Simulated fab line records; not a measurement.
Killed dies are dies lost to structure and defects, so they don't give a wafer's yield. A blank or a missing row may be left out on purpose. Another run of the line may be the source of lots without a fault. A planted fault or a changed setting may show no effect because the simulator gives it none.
Which tool did it?    flow nand_harc    24 lots with 72 wafers sampled at 4 steps, on a route of 1302 steps

== WHAT EACH GAUGE READ, for each wafer ==
NHARC_P_M1_CD_MEAS_16. Usual: cd_nm 129.7 nm, standard deviation 0.71.
lot   measured      on         cd_nm (nm)         flag
L074  day 6 05:44   cd_sem-02  128.6 129.1 128.7  
L075  day 6 20:58   cd_sem-01  130.8 130.9 130.9  
L076  day 6 21:31   cd_sem-01  130.9 131.6 130.2  
L077  day 7 12:18   cd_sem-01  129.5 129.3 129.0  
L078  day 7 19:36   cd_sem-03  129.0 129.9 129.3  
L079  day 8 11:56   cd_sem-03  129.6 129.9 129.8  
L080  day 8 21:38   cd_sem-02  129.8 130.3 129.9  
L081  day 9 09:46   cd_sem-01  128.8 129.8 129.7  
L082  day 9 22:37   cd_sem-03  128.2 130.0 130.1  
L083  day 10 05:51  cd_sem-03  130.2 129.3 128.4  
L084  day 10 20:44  cd_sem-01  128.4 129.2 129.4  
L086  day 11 04:31  cd_sem-02  130.0 129.9 129.1  
L085  day 11 04:58  cd_sem-02  129.3 130.9 129.7  
L087  day 11 16:14  cd_sem-03  130.4 129.9 130.8  
L088  day 12 08:24  cd_sem-02  129.7 128.2 128.8  
L089  day 12 19:07  cd_sem-03  129.4 129.8 129.2  
L090  day 12 22:22  cd_sem-01  130.0 130.1 129.7  
L091  day 13 11:37  cd_sem-03  130.3 130.9 129.4  
L092  day 13 20:28  cd_sem-03  130.8 130.0 130.2  
L093  day 13 21:09  cd_sem-03  129.4 129.7 130.6  
L094  day 14 11:02  cd_sem-03  129.5 130.0 129.9  
L095  day 14 21:28  cd_sem-03  129.6 129.7 128.6  
L096  day 15 06:24  cd_sem-01  129.6 128.5 129.2  
L097  day 15 21:22  cd_sem-01  129.4 130.7 131.1  

== WHICH TOOL RAN EACH LOT (tool, then ch and the chambers of the sampled wafers, then the start) ==
lot   NHARC_P_GATE_DESCUM_31              NHARC_P_GATE_DEGAS_109        NHARC_P_M0_PRE_CLEAN_31
L074  rie_diel-07 ch 0,1,2, day 5 00:24   pvd_sputter-02, day 5 18:26   pecvd-01 ch 0,2, day 6 03:53
L075  rie_diel-05 ch 0,1,2, day 5 13:39   pvd_sputter-03, day 6 09:10   pecvd-03 ch 0,1,2, day 6 19:10
L076  rie_diel-12 ch 0,1,2, day 5 13:47   pvd_sputter-02, day 6 09:58   pecvd-03 ch 0,1, day 6 19:38
L077  rie_diel-12 ch 1,2, day 6 07:47     pvd_sputter-01, day 7 01:05   pecvd-04 ch 0,1,2, day 7 10:28
L078  rie_diel-12 ch 0,1,2, day 6 14:58   pvd_sputter-03, day 7 08:12   pecvd-03 ch 0,1, day 7 17:39
L079  rie_diel-12 ch 1,2,3, day 7 04:02   pvd_sputter-03, day 7 23:37   pecvd-04 ch 0,1,2, day 8 09:54
L080  rie_diel-05 ch 0,1, day 7 17:05     pvd_sputter-02, day 8 10:26   pecvd-04 ch 1,2, day 8 19:55
L081  rie_diel-12 ch 1,3, day 8 04:56     pvd_sputter-03, day 8 22:24   pecvd-03 ch 0,1,2, day 9 07:58
L082  rie_diel-05 ch 1,2,3, day 8 18:13   pvd_sputter-01, day 9 11:17   pecvd-04 ch 0,1,2, day 9 20:55
L083  rie_diel-12 ch 1,3, day 9 01:41     pvd_sputter-02, day 9 18:47   pecvd-04 ch 0,1, day 10 04:10
L084  rie_diel-07 ch 0,2,3, day 9 16:04   pvd_sputter-02, day 10 09:20  pecvd-01 ch 0,1,2, day 10 18:55
L086  rie_diel-05 ch 0,1,2, day 10 00:17  pvd_sputter-03, day 10 17:20  pecvd-03 ch 0,1,2, day 11 02:43
L085  rie_diel-12 ch 0,1,3, day 10 00:25  pvd_sputter-02, day 10 17:39  pecvd-04 ch 0,1, day 11 03:08
L087  rie_diel-07 ch 0,1,3, day 10 11:34  pvd_sputter-03, day 11 04:53  pecvd-03 ch 0,1,2, day 11 14:25
L088  rie_diel-05 ch 0,1,2, day 11 03:40  pvd_sputter-02, day 11 20:44  pecvd-03 ch 0,1,2, day 12 06:41
L089  rie_diel-07 ch 0,1,3, day 11 14:32  pvd_sputter-03, day 12 07:56  pecvd-03 ch 0,2, day 12 17:17
L090  rie_diel-05 ch 1,2,3, day 11 17:44  pvd_sputter-02, day 12 11:01  pecvd-01 ch 0,1, day 12 20:33
L091  rie_diel-07 ch 0,1,2, day 12 06:23  pvd_sputter-03, day 12 23:22  pecvd-01 ch 0,1, day 13 09:46
L092  rie_diel-07 ch 0,1,3, day 12 16:09  pvd_sputter-02, day 13 09:15  pecvd-03 ch 0,2, day 13 18:48
L093  rie_diel-05 ch 2,3, day 12 16:34    pvd_sputter-01, day 13 09:52  pecvd-01 ch 0,1,2, day 13 19:22
L094  rie_diel-05 ch 1,2,3, day 13 06:25  pvd_sputter-02, day 13 23:49  pecvd-04 ch 0,2, day 14 09:13
L095  rie_diel-07 ch 1,2,3, day 13 16:46  pvd_sputter-01, day 14 10:23  pecvd-03 ch 1,2, day 14 19:49
L096  rie_diel-05 ch 0,2,3, day 14 01:40  pvd_sputter-01, day 14 18:53  pecvd-04 ch 0,2, day 15 04:34
L097  rie_diel-07 ch 0,3, day 14 16:18    pvd_sputter-01, day 15 09:41  pecvd-01 ch 0,1,2, day 15 19:34
- NHARC_P_GATE_DESCUM_31: chemistry O2, time 3 s.
- NHARC_P_GATE_DEGAS_109: time 60 s.
- NHARC_P_M0_PRE_CLEAN_31: time 12 s.

== AS READ BY THE TOOLS THEMSELVES (means over the sampled wafers that have a number; for cases with no such wafer, the mark the record gives instead) ==
NHARC_P_GATE_DESCUM_31. Usual: drypump_motor_current_A 5.6 A, standard deviation 0.58; oes_product_au 1.003 a.u., standard deviation 0.012; rf_vpp_V 57.7 V, standard deviation 0.83; showerhead_plenum_p_Torr 1.93 Torr, standard deviation 0.073; throttle_valve_pct 11.311 %, standard deviation 0.0083.
lot   tool         drypump_motor_current_A (A)  oes_product_au (a.u.)  rf_vpp_V (V)  showerhead_plenum_p_Torr (Torr)  throttle_valve_pct (%)  flag
L074  rie_diel-07  5.9                          0.992                  57.0          1.95                             11.308                  
L075  rie_diel-05  5.4                          0.994                  57.7          1.90                             11.303                  
L076  rie_diel-12  5.5                          1.004                  57.1          2.03                             11.312                  
L077  rie_diel-12  5.7                          1.009                  58.4          2.00                             11.313                  
L078  rie_diel-12  5.5                          1.005                  58.1          2.03                             11.318                  
L079  rie_diel-12  5.3                          1.009                  58.0          1.96                             11.309                  
L080  rie_diel-05  5.5                          0.994                  57.3          1.86                             11.318                  
L081  rie_diel-12  5.0                          1.012                  57.4          1.89                             11.306                  
L082  rie_diel-05  5.5                          1.001                  58.0          1.90                             11.309                  
L083  rie_diel-12  5.0                          1.023                  56.9          1.89                             11.315                  
L084  rie_diel-07  6.4                          0.998                  58.1          1.94                             11.308                  
L086  rie_diel-05  5.4                          0.990                  58.0          1.90                             11.314                  
L085  rie_diel-12  5.1                          1.015                  58.8          1.96                             11.308                  
L087  rie_diel-07  6.1                          0.997                  57.3          1.89                             11.322                  
L088  rie_diel-05  5.4                          0.999                  57.3          1.90                             11.312                  
L089  rie_diel-07  6.1                          0.994                  57.6          1.89                             11.305                  
L090  rie_diel-05  5.5                          1.006                  58.1          1.90                             11.306                  
L091  rie_diel-07  5.9                          1.006                  57.4          1.95                             11.308                  
L092  rie_diel-07  6.1                          0.998                  57.3          1.89                             11.316                  
L093  rie_diel-05  5.4                          1.001                  58.7          1.94                             11.309                  
L094  rie_diel-05  5.5                          1.010                  57.4          1.90                             11.312                  
L095  rie_diel-07  5.9                          1.006                  57.0          1.94                             11.307                  
L096  rie_diel-05  5.5                          1.002                  57.9          1.93                             11.314                  
L097  rie_diel-07  6.6                          1.011                  57.3          1.89                             11.309                  

NHARC_P_GATE_DEGAS_109. Usual: heater_power_w 483 W, standard deviation 46.
lot   tool            heater_power_w (W)  flag
L074  pvd_sputter-02  507                 
L075  pvd_sputter-03  460                 
L076  pvd_sputter-02  522                 
L077  pvd_sputter-01  459                 
L078  pvd_sputter-03  468                 
L079  pvd_sputter-03  458                 
L080  pvd_sputter-02  512                 
L081  pvd_sputter-03  438                 
L082  pvd_sputter-01  473                 
L083  pvd_sputter-02  522                 
L084  pvd_sputter-02  515                 
L086  pvd_sputter-03  443                 
L085  pvd_sputter-02  500                 
L087  pvd_sputter-03  475                 
L088  pvd_sputter-02  524                 
L089  pvd_sputter-03  475                 
L090  pvd_sputter-02  504                 
L091  pvd_sputter-03  463                 
L092  pvd_sputter-02  534                 
L093  pvd_sputter-01  455                 
L094  pvd_sputter-02  523                 
L095  pvd_sputter-01  462                 
L096  pvd_sputter-01  464                 
L097  pvd_sputter-01  471                 

NHARC_P_M0_PRE_CLEAN_31. Usual: heater_power_w 637 W, standard deviation 85.
lot   tool      heater_power_w (W)  flag
L074  pecvd-01  548                 
L075  pecvd-03  655                 
L076  pecvd-03  701                 
L077  pecvd-04  590                 
L078  pecvd-03  637                 
L079  pecvd-04  652                 
L080  pecvd-04  673                 
L081  pecvd-03  669                 
L082  pecvd-04  590                 
L083  pecvd-04  648                 
L084  pecvd-01  633                 
L086  pecvd-03  706                 
L085  pecvd-04  593                 
L087  pecvd-03  690                 
L088  pecvd-03  711                 
L089  pecvd-03  715                 
L090  pecvd-01  672                 
L091  pecvd-01  672                 
L092  pecvd-03  802                 
L093  pecvd-01  633                 
L094  pecvd-04  565                 
L095  pecvd-03  620                 
L096  pecvd-04  610                 
L097  pecvd-01  563                 

== THE ANSWER, worked out from the rows above alone ==
Rule: a lot counts as off when the mean over its wafers that have a number is more than 3 standard deviations away from the usual mean. Also off: a lot with no number at a reading for which 4 or more lots have one. Where the step has rows for the other lots, those lots are counted as sound. The gauges are gone through in route order, then the tools' own readings, and for those a lot's mean is taken as printed above. The first step at which some lot is off is used, and at that step the reading that is off furthest; a lot without a number counts as furthest.
None of the lots is off at any reading shown; this tells nothing.

== WHAT WAS PUT IN BY THE SIMULATOR ==
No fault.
